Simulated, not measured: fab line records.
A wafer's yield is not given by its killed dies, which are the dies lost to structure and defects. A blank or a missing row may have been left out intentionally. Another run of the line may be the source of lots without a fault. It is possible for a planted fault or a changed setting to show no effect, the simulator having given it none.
Struck lot and sound lot, side by side	flow n5_finfet	39 steps out of a route of 1938
Sound: these wafers, L373.1, L373.2, L373.3. Struck: wafers L363.1, L363.4 (left out: L363.6, a lot-mate that was not struck); the cause follows at the end.
At each step with rows: each side's tool, then ch and its chambers, then its first start. Under that, the readings that differ: sound wafers	struck wafers	difference of the means	sigmas: that difference in standard deviations of wafers without a fault.
alike: words and numbers the same on both sides, and readings whose means are apart by under 2 such deviations; not compared: readings that were withheld, readings missing a value for some wafer, numbers with overlapping values and no deviation given by the record, and bounds like >300 which may hide the same value.
Wherever a step has rows on one side only, a row that says differs or no value, or a row with sigmas, the two part there. When numbers do not overlap yet have no deviation, they are printed without sigmas and do not part them. Lack of a reading on every wafer of one side parts them only where that side has two or more wafers.

first, 10 steps without rows for these wafers: N5_DUMMY_REMOVAL_HM_STRIP_01 (strips SiNx in CH3F/O2, stops on poly-Si, target depth 4 nm, time 6.8 s); N5_DUMMY_REMOVAL_STRIP_10 (strips in N2/H2, time 40 s); N5_DUMMY_REMOVAL_PRECLEAN_07 (cleans in dHF, time 30 s); N5_DUMMY_REMOVAL_DUMMY_REMOVE_02 (chemistry TMAH, target poly-Si, stops on SiO2, target depth 142 nm, time 57 s, rinse time 30 s); N5_DUMMY_REMOVAL_PRECLEAN_08 (cleans in NF3:NH3, afs cycles 2, time 20 s, sublimation time 60 s); N5_DUMMY_REMOVAL_PRECLEAN_04 (cleans in DHF, time 37 s); N5_DUMMY_REMOVAL_SRD_05 (time 30 s); N5_HKMG_FIN_IL_REGROW_00 (material SiO2, chemistry O3, target thk 0.75 nm, time 30 s); N5_HKMG_FIN_HK_ALD_01 (deposits HfO2, target thk 1.6 nm, pulse time 3 s, purge time 3 s); N5_HKMG_FIN_HK_ANNEAL_02 (time 30 s).
N5_HKMG_FIN_ALD_74: deposits La2O3, target thk 0.5 nm, pulse time 6 s, co reactant pulse time 1 s.
  sound on ald_hk-01 ch 1,2,3, day 7 21:52; struck on ald_hk-03 ch 0,2, day 5 04:41
  alike: heater_power_outer_w, heater_power_w, precursor_pulse_height_rel
then, 26 steps without rows for these wafers: N5_HKMG_FIN_ALD_75 (deposits Al2O3, target thk 1 nm, co reactant pulse time 1 s); N5_HKMG_FIN_COAT_41 (time 60 s, resist thk 300 nm); N5_HKMG_FIN_COAT_42 (time 60 s, resist thk 35 nm); N5_HKMG_FIN_COAT_43 (resist thk 90 nm); N5_HKMG_FIN_EBR_45; N5_HKMG_FIN_SOFTBAKE_44 (time 60 s); N5_HKMG_FIN_EXPOSE_46 (exposes mask NDIPOLE); N5_HKMG_FIN_PEB_47 (peb time 60 s); N5_HKMG_FIN_DEVELOP_48 (develop time 30 s); N5_HKMG_FIN_DESCUM_53 (chemistry O2, time 7.9 s); N5_HKMG_FIN_ETCH_54 (etches SiARC in CF4, target depth 45.5 nm, time 75.8 s); N5_HKMG_FIN_ETCH_55 (etches SOC in N2/H2, target depth 240 nm, time 300 s); N5_HKMG_FIN_STRIP_56 (strips in N2/H2); N5_HKMG_FIN_STRIP_57 (strips in CF4); N5_HKMG_FIN_ETCH_58 (etches SOC in N2/H2, target depth 215.8 nm, time 741 s); N5_HKMG_FIN_STRIP_93 (strips SOC in N2/H2, time 20 s); N5_HKMG_FIN_WET_ETCH_76 (etches Al2O3 in dNH4OH, stops on La2O3, target depth 2.25 nm, rinse time 30 s); N5_HKMG_FIN_STRIP_60 (strips in N2/H2, time 360 s); N5_HKMG_FIN_WET_ETCH_77 (etches La2O3 in dHCl, stops on HfO2, target depth 2 nm); N5_HKMG_FIN_WET_ETCH_78 (etches Al2O3 in dNH4OH, stops on La2O3, target depth 4.5 nm, rinse time 30 s); N5_HKMG_FIN_ALD_79 (deposits TiN, target thk 1.5 nm, pulse time 1 s, purge time 3 s); N5_HKMG_FIN_CVD_62 (deposits a-Si from Si2H6, target thk 3 nm, time 20.8 s); N5_HKMG_FIN_RTA_80 (time 2 s); N5_HKMG_FIN_PRECLEAN_64 (cleans in dHF, time 30 s); N5_HKMG_FIN_WET_ETCH_65 (etches a-Si in TMAH, stops on TiN, time 49 s, target depth 3 nm); N5_HKMG_FIN_WET_ETCH_81 (etches TiN in SC1, stops on HfO2, time 57 s, target depth 6 nm).
-- record jumps: 4 days separate the struck wafers' starts on either side; left off in module HKMG_FIN, taken up again in module BEOL_M4, whose first shown step is the route's number 1111 --
N5_BEOL_M4_RC_MEAS_101:
  sound on prober-01 ch 0, day 11 15:01; struck on prober-01 ch 0, day 9 02:30
reading	sound	struck	difference	sigmas
IOFF_P (nA/um)	0.20 0.19 0.24	0.68 0.65	+0.46	+12
IOFF_P_85C (nA/um)	3.5 3.2 4.0	9.7 9.3	+5.9	+11
IOFF_P_LIN (nA/um)	0.095 0.091 0.109	0.338 0.336	+0.239	+16
IOFF_P_LONG (nA/um)	0.000108 0.000105 0.000103	0.000312 0.000309	+0.000205	+17
ION_P (uA/um)	454 463 465	520 505	+52	+6
VT_N_LVT (mV)	97 98 94	139 139	+43	+14
VT_P (mV)	-255 -252 -250	-214 -215	+38	+10
VT_P_LONG (mV)	-276 -277 -277	-238 -240	+38	+10
  alike: DIBL_N, DIBL_P, IOFF_N, ION_N, SS_N, SS_P, VT_N
-- record jumps: 5 days separate the struck wafers' starts on either side; left off in module BEOL_M4, taken up again in module PASSIVATION, whose first shown step is the route's number 1936 --
N5_PASSIVATION_PROBE_49:
  sound on prober-02, day 16 00:01; struck on prober-01, day 13 20:18
reading	sound	struck	difference	sigmas
sort_bin_4_leakage (%)	0 0 0	57.88 44.41	+51.14	+99 or more
sort_n_pass	1077 1063 1089	410 496	-623	-33
sort_yield_pct (%)	91.3 90.1 92.3	34.7 42.0	-52.9	-33
  alike: defect_limited_yield, killed_at_M0_to_M3, killed_at_M4_up, killed_at_contacts, killed_at_front_end, killed_at_other, killed_dies, killed_open, killed_short, sort_bin_5_function, sort_bin_6_memory

WHERE THEY PART
At N5_BEOL_M4_RC_MEAS_101 first; at N5_PASSIVATION_PROBE_49 last (within this record only).

WHY: the cause the simulator had injected
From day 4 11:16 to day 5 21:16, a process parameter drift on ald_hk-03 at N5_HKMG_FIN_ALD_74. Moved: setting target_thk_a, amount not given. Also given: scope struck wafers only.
